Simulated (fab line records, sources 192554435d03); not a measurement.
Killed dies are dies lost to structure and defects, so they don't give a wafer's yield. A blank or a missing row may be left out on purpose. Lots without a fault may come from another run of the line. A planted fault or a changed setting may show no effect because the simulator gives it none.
Split-lot experiment | flow n5_finfet | 7 lots, 21 wafers read, on a route of 1938 steps

THE SPLIT
At N5_BEOL_M15_EXPOSE_07 (exposes mask V14), the setting dose_mj was moved away from the recipe's 41.25 on 7 of the 21 wafers read, by -7.1% to +5.1%. The other wafers ran this setting at the recipe's value.

FROM THE SPLIT TO THE READING: what the file shows between them, 11 steps
- N5_BEOL_M15_PEB_08: peb time 90 s
- N5_BEOL_M15_DEVELOP_09: develop time 45 s
- N5_BEOL_M15_HARDBAKE_14: time 120 s
- N5_BEOL_M15_CD_MEAS_10: target cd 360 nm
- N5_BEOL_M15_DESCUM_15: chemistry O2, time 7.9 s
- N5_BEOL_M15_ETCH_59: etches BARC in N2/H2, target depth 89 nm, overetch 26.7 nm, time 67.9 s
- N5_BEOL_M15_VIA_ETCH_16: etches SiO2 in C4F8/O2/Ar, target depth 1792.2 nm
- N5_BEOL_M15_STRIP_63: strips in O2
- N5_BEOL_M15_STRIP_64: strips in O2
- N5_BEOL_M15_STRIP_65: strips in post etch residue remover, time 60 s
- N5_BEOL_M15_SRD_66: time 30 s, dry time 30 s

THE READING
cd_nm, in nm, at N5_BEOL_M15_CD_MEAS_17 (target cd 360 nm). Fault-free wafers of this fab line usually give 361.3 nm, standard deviation 2.3 nm.

wafer  | tool, chamber at the split | dose_mj as run | against the recipe | cd_nm, nm | against lot-mates on the recipe
L076.1 | krf_scanner-01, 0          | 41.25          | recipe             | 362.8     | -
L076.3 | krf_scanner-01, 0          | 41.25          | recipe             | 363.1     | -
L076.5 | krf_scanner-01, 0          | 38.32          | -7.1%              | 350.3     | -12.7
L080.1 | krf_scanner-02, 0          | 41.25          | recipe             | 362.5     | -
L080.2 | krf_scanner-02, 0          | 41.25          | recipe             | 361.9     | -
L080.3 | krf_scanner-02, 0          | 41.25          | recipe             | 363.9     | -
L081.2 | krf_scanner-01, 0          | 41.25          | recipe             | 366.3     | -
L081.3 | krf_scanner-01, 0          | 41.25          | recipe             | 359.4     | -
L081.5 | krf_scanner-01, 0          | 41.25          | recipe             | 364.8     | -
L089.1 | krf_scanner-01, 0          | 41.25          | recipe             | 361.3     | -
L089.2 | krf_scanner-01, 0          | 38.97          | -5.5%              | 351.5     | -9.8
L089.4 | krf_scanner-01, 0          | 38.97          | -5.5%              | 352.3     | -9.0
L088.3 | krf_scanner-01, 0          | 43.35          | +5.1%              | 364.0     | +6.2
L088.4 | krf_scanner-01, 0          | 43.35          | +5.1%              | 367.0     | +9.2
L088.5 | krf_scanner-01, 0          | 41.25          | recipe             | 357.8     | -
L097.1 | krf_scanner-01, 0          | 39.55          | -4.1%              | 354.6     | -4.9
L097.2 | krf_scanner-01, 0          | 39.55          | -4.1%              | 358.8     | -0.7
L097.4 | krf_scanner-01, 0          | 41.25          | recipe             | 359.5     | -
L095.2 | krf_scanner-01, 0          | 41.25          | recipe             | 365.0     | -
L095.4 | krf_scanner-01, 0          | 41.25          | recipe             | 361.2     | -
L095.5 | krf_scanner-01, 0          | 41.25          | recipe             | 362.1     | -

THE FIT
A straight line over all 21 wafers: cd_nm changes by +1.35 nm for each +1% of dose_mj; r = +0.86; the points scatter about the line by 2.5 nm.
The same after taking each lot's own level away (the mean of its wafers on the recipe; 21 wafers): +1.51 nm for each +1%; r = +0.92; scatter 2 nm.
On that fit, the largest move of dose_mj shifts the reading by 11 nm.
The lots' own levels span 357.80 to 363.50 nm, that is 2.5 times the standard deviation above.
So the lot-to-lot level changes the slope: the two fits differ.
Check: with one of the wafers moved furthest among these (-7.1%) left out of the fit, the line predicts -9.82 nm for it against its lot-mates. It came out at -12.7 nm against them.

OTHER SPLITS ON THESE WAFERS
These wafers also went through other splits before the reading. Each is held against what the fit with the lots' levels taken away leaves over:
other split on the same wafers    | wafers away from the commonest value | r with cd_nm (lot level and that fit taken away)
N5_BEOL_M13_TRENCH_ETCH_34 time_s | 8                                    | -0.14
N5_BEOL_M13_SPUTTER_45 power_w    | 3                                    | +0.15
N5_BEOL_M15_ILD_DEP_00 time_s     | 5                                    | -0.12

THE WHOLE CHAIN: every reading that the file lists as answering this split, in the file's order
step                   | what it does     | reading | change (the file's fit)              | r (the file's)
N5_BEOL_M15_CD_MEAS_10 | target cd 360 nm | cd_nm   | +1.67 nm for each +1% of the setting | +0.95
N5_BEOL_M15_CD_MEAS_17 | target cd 360 nm | cd_nm   | +1.55 nm for each +1% of the setting | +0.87

THE FILE'S OWN FIT
cd_nm changes by +1.55 nm for each +1% of dose_mj, r = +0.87.
